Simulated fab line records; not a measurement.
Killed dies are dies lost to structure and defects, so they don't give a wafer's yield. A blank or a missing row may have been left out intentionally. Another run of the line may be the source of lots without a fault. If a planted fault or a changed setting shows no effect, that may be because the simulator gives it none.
What tool caused it?	flow n5-finfet	22 lots, 66 wafers sampled, at 6 steps of a route of 1938

## WHAT EACH GAUGE READ, for each wafer
The record holds no reading of a measuring or inspecting step that can be judged against a usual standard deviation.

## EACH LOT AND THE TOOL THAT RAN IT (in order: tool; ch and the chambers of the sampled wafers; start)
lot	N5_HKMG_FIN_DESCUM_17	N5_HKMG_FIN_STRIP_34	N5_HKMG_FIN_STRIP_89	N5_HKMG_FIN_NWFM_ALD_20	N5_HKMG_FIN_ALD_21	N5_HKMG_FIN_W_FILL_22
L074	rie-diel-01 ch 0,1,3, day 4 01:52	rie-diel-01 ch 0,1,3, day 4 02:08	rie-diel-01 ch 1,2,3, day 4 03:14	ald-metal-04 ch 0,1,3, day 4 03:55	ald-metal-02 ch 1,2, day 4 05:10	cvd-w-02 ch 0,1, day 4 05:37
L075	rie-diel-04 ch 0,1,2, day 4 08:59	rie-diel-04 ch 0,1,2, day 4 09:16	rie-diel-01 ch 0,2,3, day 4 10:28	ald-metal-04 ch 0,1,2, day 4 11:03	ald-metal-02 ch 0,2, day 4 12:14	cvd-w-01 ch 0,1, day 4 12:40
L076	rie-diel-04 ch 0,3, day 4 15:49	rie-diel-04 ch 0,3, day 4 16:06	rie-diel-01 ch 1,3, day 4 17:12	ald-metal-02 ch 0,3, day 4 17:46	ald-metal-04 ch 0,2, day 4 18:58	cvd-w-02 ch 0,1, day 4 19:23
L077	rie-diel-02 ch 1,2,3, day 4 21:13	rie-diel-02 ch 1,2,3, day 4 21:29	rie-diel-01 ch 0,1, day 4 22:39	ald-metal-04 ch 0,2,3, day 4 23:13	ald-metal-01 ch 1,3, day 5 00:25	cvd-w-01 ch 0, day 5 00:50
L078	rie-diel-02 ch 0,1,3, day 5 01:50	rie-diel-02 ch 0,1,3, day 5 02:07	rie-diel-01 ch 0,1, day 5 03:13	ald-metal-04 ch 0,2,3, day 5 03:47	ald-metal-04 ch 0,1,3, day 5 04:58	cvd-w-02 ch 1, day 5 05:23
L079	rie-diel-02 ch 0,2,3, day 5 08:59	rie-diel-02 ch 0,2,3, day 5 09:17	rie-diel-02 ch 0,1, day 5 10:22	ald-metal-01 ch 1,2, day 5 10:57	ald-metal-04 ch 0,2,3, day 5 12:19	cvd-w-01 ch 0,1, day 5 12:45
L080	rie-diel-04 ch 1,2, day 5 20:52	rie-diel-04 ch 1,2, day 5 21:09	rie-diel-01 ch 0,2,3, day 5 22:17	ald-metal-01 ch 0,1,3, day 5 22:52	ald-metal-01 ch 2,3, day 6 00:03	cvd-w-02 ch 0,1, day 6 00:28
L081	rie-diel-02 ch 0,1,3, day 5 21:21	rie-diel-02 ch 0,1,3, day 5 21:38	rie-diel-02 ch 1,2,3, day 5 22:48	ald-metal-02 ch 0,1,3, day 5 23:22	ald-metal-04 ch 1,3, day 6 00:34	cvd-w-01 ch 0,1, day 6 00:59
L082	rie-diel-02 ch 1,2, day 6 05:37	rie-diel-02 ch 1,2, day 6 05:53	rie-diel-04 ch 1,2,3, day 6 06:59	ald-metal-01 ch 0,2, day 6 07:34	ald-metal-01 ch 0,2,3, day 6 08:49	cvd-w-01 ch 0, day 6 09:15
L084	rie-diel-04 ch 0,1, day 6 12:55	rie-diel-04 ch 0,1, day 6 13:12	rie-diel-01 ch 1,2, day 6 14:19	ald-metal-01 ch 2,3, day 6 14:53	ald-metal-04 ch 0,3, day 6 16:11	cvd-w-02 ch 0,1, day 6 16:36
L085	rie-diel-01 ch 0,1,3, day 6 20:15	rie-diel-01 ch 0,1,3, day 6 20:32	rie-diel-04 ch 1,3, day 6 21:38	ald-metal-02 ch 0,3, day 6 22:12	ald-metal-04 ch 0,2,3, day 6 23:39	cvd-w-01 ch 0,1, day 7 00:04
L086	rie-diel-02 ch 0,1,2, day 7 03:37	rie-diel-02 ch 0,1,2, day 7 03:54	rie-diel-01 ch 0,1, day 7 05:32	ald-metal-04 ch 0,1,3, day 7 06:16	ald-metal-02 ch 1,2,3, day 7 07:27	cvd-w-01 ch 0,1, day 7 07:53
L087	rie-diel-01 ch 2,3, day 7 09:18	rie-diel-01 ch 2,3, day 7 09:35	rie-diel-01 ch 1,2, day 7 10:44	ald-metal-02 ch 0,1,3, day 7 11:19	ald-metal-04 ch 0,2,3, day 7 12:37	cvd-w-02 ch 0,1, day 7 13:02
L089	rie-diel-04 ch 1,2,3, day 7 20:59	rie-diel-04 ch 1,2,3, day 7 21:16	rie-diel-01 ch 1,2,3, day 7 22:22	ald-metal-01 ch 0,1,3, day 7 22:56	ald-metal-04 ch 0,1,2, day 8 00:07	cvd-w-01 ch 0,1, day 8 00:32
L090	rie-diel-01 ch 0,2,3, day 8 02:38	rie-diel-01 ch 0,2,3, day 8 02:55	rie-diel-01 ch 0,2,3, day 8 04:04	ald-metal-01 ch 0,2,3, day 8 04:38	ald-metal-01 ch 0,1,2, day 8 05:51	cvd-w-01 ch 0,1, day 8 06:17
L091	rie-diel-04 ch 0,1,2, day 8 07:12	rie-diel-04 ch 0,1,2, day 8 07:29	rie-diel-01 ch 0,1, day 8 08:35	ald-metal-02 ch 2,3, day 8 09:10	ald-metal-02 ch 0,1,3, day 8 10:20	cvd-w-01 ch 0,1, day 8 10:46
L092	rie-diel-02 ch 2,3, day 8 15:19	rie-diel-02 ch 2,3, day 8 15:35	rie-diel-01 ch 1,2, day 8 16:47	ald-metal-02 ch 0,1, day 8 17:22	ald-metal-02 ch 0,1,3, day 8 18:34	cvd-w-02 ch 0,1, day 8 18:59
L093	rie-diel-01 ch 0,1,2, day 8 19:32	rie-diel-01 ch 0,1,2, day 8 19:49	rie-diel-04 ch 0,3, day 8 20:56	ald-metal-02 ch 1,3, day 8 21:32	ald-metal-04 ch 0,2, day 8 22:56	cvd-w-02 ch 0,1, day 8 23:21
L094	rie-diel-01 ch 0,2,3, day 9 02:36	rie-diel-01 ch 0,2,3, day 9 02:53	rie-diel-01 ch 2,3, day 9 04:03	ald-metal-01 ch 0,1, day 9 04:41	ald-metal-02 ch 0,1,3, day 9 05:52	cvd-w-02 ch 0,1, day 9 06:17
L095	rie-diel-02 ch 0,1, day 9 08:25	rie-diel-02 ch 0,1, day 9 08:42	rie-diel-01 ch 0,2, day 9 09:48	ald-metal-02 ch 0,3, day 9 10:23	ald-metal-04 ch 0,2,3, day 9 11:34	cvd-w-02 ch 0, day 9 11:59
L096	rie-diel-01 ch 0,2, day 9 18:55	rie-diel-01 ch 0,2, day 9 19:12	rie-diel-02 ch 0,3, day 9 20:17	ald-metal-01 ch 0,1, day 9 20:52	ald-metal-04 ch 0,1, day 9 22:03	cvd-w-01 ch 1, day 9 22:29
L097	rie-diel-01 ch 1,2,3, day 9 21:52	rie-diel-01 ch 1,2,3, day 9 22:08	rie-diel-02 ch 1,2,3, day 9 23:14	ald-metal-04 ch 0,1,3, day 9 23:49	ald-metal-02 ch 1,2,3, day 10 01:01	cvd-w-01 ch 0,1, day 10 01:26
- N5_HKMG_FIN_DESCUM_17: chemistry O2, time 7.9 s.
- N5_HKMG_FIN_STRIP_34: strips in CF4.
- N5_HKMG_FIN_STRIP_89: strips SOC in N2/H2, time 20 s.
- N5_HKMG_FIN_NWFM_ALD_20: deposits TiAlC, target thk 2 nm, pulse time 3 s, purge time 2 s.
- N5_HKMG_FIN_ALD_21: deposits TiN, target thk 1.5 nm, pulse time 1 s, purge time 3 s.
- N5_HKMG_FIN_W_FILL_22: material W, target thk 60 nm, time 18.2 s.

## WHAT THE TOOLS THEMSELVES READ (means of the sampled wafers that have a number; where no wafer has one, the mark that the record gives instead)
N5_HKMG_FIN_DESCUM_17.
lot	tool	drypump-motor-current-A (A)	oes-product-au (a.u.)	rf-vpp-V (V)	showerhead-plenum-p-Torr (Torr)	throttle-valve-pct (%)
L074	rie-diel-01	5.0	0.80	244.2	2.14	20.44
L075	rie-diel-04	6.0	0.77	242.6	2.05	20.29
L076	rie-diel-04	5.8	0.75	243.3	2.05	20.16
L077	rie-diel-02	5.7	0.74	242.2	2.05	20.35
L078	rie-diel-02	5.5	0.75	243.7	2.09	20.20
L079	rie-diel-02	5.6	0.71	243.7	2.07	20.35
L080	rie-diel-04	6.0	0.83	243.1	2.07	20.22
L081	rie-diel-02	5.5	0.74	241.9	2.09	20.22
L082	rie-diel-02	5.7	0.76	241.8	2.00	20.37
L084	rie-diel-04	5.9	0.91	245.3	2.19	20.21
L085	rie-diel-01	5.0	0.78	243.7	2.13	20.49
L086	rie-diel-02	5.6	0.75	242.1	2.02	20.37
L087	rie-diel-01	5.9	0.90	244.9	2.23	20.27
L089	rie-diel-04	6.0	0.77	243.5	2.08	20.26
L090	rie-diel-01	5.4	0.83	244.0	2.18	20.37
L091	rie-diel-04	6.0	0.83	243.8	2.13	20.24
L092	rie-diel-02	5.7	0.68	244.0	2.09	20.40
L093	rie-diel-01	5.6	0.76	243.9	2.13	20.54
L094	rie-diel-01	5.4	0.82	244.2	2.18	20.40
L095	rie-diel-02	5.6	0.75	242.9	2.03	20.26
L096	rie-diel-01	5.4	0.77	243.7	2.13	20.54
L097	rie-diel-01	5.5	0.89	243.7	2.16	20.29

N5_HKMG_FIN_STRIP_34.
lot	tool	drypump-motor-current-A (A)	oes-product-au (a.u.)	rf-vpp-V (V)	showerhead-plenum-p-Torr (Torr)	throttle-valve-pct (%)
L074	rie-diel-01	5.0	0.79	271.4	1.83	13.55
L075	rie-diel-04	5.9	0.77	271.6	1.77	13.60
L076	rie-diel-04	5.8	0.74	270.0	1.77	13.53
L077	rie-diel-02	5.7	0.75	269.5	1.77	13.59
L078	rie-diel-02	5.6	0.75	272.0	1.80	13.48
L079	rie-diel-02	5.6	0.72	270.7	1.79	13.65
L080	rie-diel-04	5.9	0.82	271.4	1.79	13.49
L081	rie-diel-02	5.6	0.75	271.1	1.80	13.48
L082	rie-diel-02	5.8	0.76	270.7	1.73	13.57
L084	rie-diel-04	5.9	0.90	272.5	1.89	13.43
L085	rie-diel-01	5.0	0.76	272.2	1.82	13.59
L086	rie-diel-02	5.6	0.74	269.7	1.75	13.63
L087	rie-diel-01	5.9	0.87	273.8	1.90	13.31
L089	rie-diel-04	6.0	0.77	271.4	1.79	13.55
L090	rie-diel-01	5.4	0.82	271.9	1.86	13.42
L091	rie-diel-04	5.9	0.83	271.5	1.83	13.50
L092	rie-diel-02	5.8	0.69	270.7	1.80	13.70
L093	rie-diel-01	5.5	0.76	272.7	1.82	13.65
L094	rie-diel-01	5.4	0.80	272.9	1.85	13.45
L095	rie-diel-02	5.5	0.75	270.0	1.75	13.50
L096	rie-diel-01	5.4	0.76	271.0	1.81	13.57
L097	rie-diel-01	5.5	0.88	272.2	1.85	13.36

N5_HKMG_FIN_STRIP_89.
lot	tool	drypump-motor-current-A (A)	oes-product-au (a.u.)	rf-vpp-V (V)	showerhead-plenum-p-Torr (Torr)	throttle-valve-pct (%)
L074	rie-diel-01	5.5	0.86	54.7	3.50	19.07
L075	rie-diel-01	5.4	0.88	54.0	3.50	19.04
L076	rie-diel-01	5.2	0.79	53.7	3.41	19.06
L077	rie-diel-01	5.2	0.72	54.3	3.32	19.12
L078	rie-diel-01	5.0	0.73	54.2	3.32	19.11
L079	rie-diel-02	5.4	0.77	54.2	3.31	18.94
L080	rie-diel-01	5.4	0.85	54.0	3.49	19.08
L081	rie-diel-02	5.8	0.74	53.3	3.31	19.24
L082	rie-diel-04	6.0	0.79	54.5	3.37	18.98
L084	rie-diel-01	6.0	0.84	54.0	3.49	19.22
L085	rie-diel-04	6.0	0.75	54.1	3.39	19.41
L086	rie-diel-01	5.2	0.70	53.1	3.31	19.16
L087	rie-diel-01	6.0	0.82	54.9	3.49	19.24
L089	rie-diel-01	5.5	0.82	54.4	3.48	19.13
L090	rie-diel-01	5.4	0.82	54.1	3.48	19.10
L091	rie-diel-01	5.2	0.70	54.5	3.30	19.18
L092	rie-diel-01	6.0	0.81	54.7	3.48	19.26
L093	rie-diel-04	5.8	0.81	54.2	3.43	19.50
L094	rie-diel-01	5.4	0.86	55.1	3.56	19.06
L095	rie-diel-01	5.9	0.81	54.2	3.48	19.24
L096	rie-diel-02	5.4	0.72	54.9	3.37	19.10
L097	rie-diel-02	5.8	0.71	53.8	3.29	19.28

N5_HKMG_FIN_NWFM_ALD_20.
lot	tool	heater-power-w (W)	precursor-pulse-height-rel	susceptor-temp-C (C)
L074	ald-metal-04	468	0.995	299.91
L075	ald-metal-04	499	1.015	299.94
L076	ald-metal-02	505	1.006	299.94
L077	ald-metal-04	508	1.012	300.10
L078	ald-metal-04	509	0.990	300.09
L079	ald-metal-01	524	1.004	299.87
L080	ald-metal-01	493	1.002	299.97
L081	ald-metal-02	566	0.987	299.89
L082	ald-metal-01	498	0.999	299.83
L084	ald-metal-01	520	1.012	300.08
L085	ald-metal-02	506	1.000	299.97
L086	ald-metal-04	477	1.013	300.00
L087	ald-metal-02	563	0.996	300.03
L089	ald-metal-01	485	0.996	299.92
L090	ald-metal-01	503	1.012	299.88
L091	ald-metal-02	480	1.015	299.73
L092	ald-metal-02	577	0.999	299.85
L093	ald-metal-02	556	0.988	299.96
L094	ald-metal-01	498	0.984	299.94
L095	ald-metal-02	513	0.983	299.93
L096	ald-metal-01	497	1.009	299.96
L097	ald-metal-04	468	0.993	300.12

N5_HKMG_FIN_ALD_21.
lot	tool	heater-power-w (W)	precursor-pulse-height-rel	susceptor-temp-C (C)
L074	ald-metal-02	1076	0.984	399.78
L075	ald-metal-02	895	1.004	399.94
L076	ald-metal-04	962	1.009	400.02
L077	ald-metal-01	904	1.004	400.30
L078	ald-metal-04	831	1.003	399.87
L079	ald-metal-04	911	0.995	400.03
L080	ald-metal-01	897	0.988	400.03
L081	ald-metal-04	820	1.015	399.85
L082	ald-metal-01	903	1.027	400.06
L084	ald-metal-04	884	1.003	399.94
L085	ald-metal-04	913	1.006	399.86
L086	ald-metal-02	973	1.006	399.88
L087	ald-metal-04	917	0.998	400.29
L089	ald-metal-04	893	0.991	399.89
L090	ald-metal-01	897	1.018	400.01
L091	ald-metal-02	1013	0.992	399.93
L092	ald-metal-02	1010	1.018	399.97
L093	ald-metal-04	959	0.978	399.89
L094	ald-metal-02	1007	0.992	399.86
L095	ald-metal-04	903	1.005	399.99
L096	ald-metal-04	880	0.988	399.65
L097	ald-metal-02	973	0.996	400.08

N5_HKMG_FIN_W_FILL_22.
lot	tool	heater-power-w (W)	susceptor-temp-C (C)	throttle-valve-pct (%)
L074	cvd-w-02	836	399.92	19.8
L075	cvd-w-01	856	399.98	18.3
L076	cvd-w-02	828	399.97	19.5
L077	cvd-w-01	772	400.22	17.7
L078	cvd-w-02	812	400.39	18.9
L079	cvd-w-01	810	400.15	18.1
L080	cvd-w-02	833	400.02	19.7
L081	cvd-w-01	809	399.72	18.0
L082	cvd-w-01	781	400.32	17.8
L084	cvd-w-02	838	399.85	19.7
L085	cvd-w-01	853	399.72	18.4
L086	cvd-w-01	850	399.94	18.5
L087	cvd-w-02	829	399.75	19.3
L089	cvd-w-01	846	400.12	18.5
L090	cvd-w-01	813	399.75	18.2
L091	cvd-w-01	812	399.99	18.2
L092	cvd-w-02	846	400.01	20.1
L093	cvd-w-02	828	399.79	19.4
L094	cvd-w-02	846	400.27	19.9
L095	cvd-w-02	866	399.99	20.5
L096	cvd-w-01	889	399.89	18.9
L097	cvd-w-01	829	400.01	18.2

## THE ANSWER, worked out from the rows above alone
Rule: what is usual is taken from the lots themselves. Put in order of their means at a reading, lots are off if they are a third of the lots or fewer, leave a main group of 4 or more, and stand apart from it by a gap of 3 or more times the standard deviation of the main group's means; of several such gaps the widest counts. A main group whose means are all the same, to the digits that the tables above print for the reading, isn't used. A lot without any number at a reading at which 4 lots or more have one is off too. All remaining lots with rows at the step are treated as sound. First the gauges in route order, then the tools' own readings, where a lot's mean is used as printed above. At the first step where some lot is off, the reading lying furthest off is the one used; lots without a number count as furthest.
None of the lots is off at any reading shown; this tells nothing.

## WHAT THE SIMULATOR PUT IN
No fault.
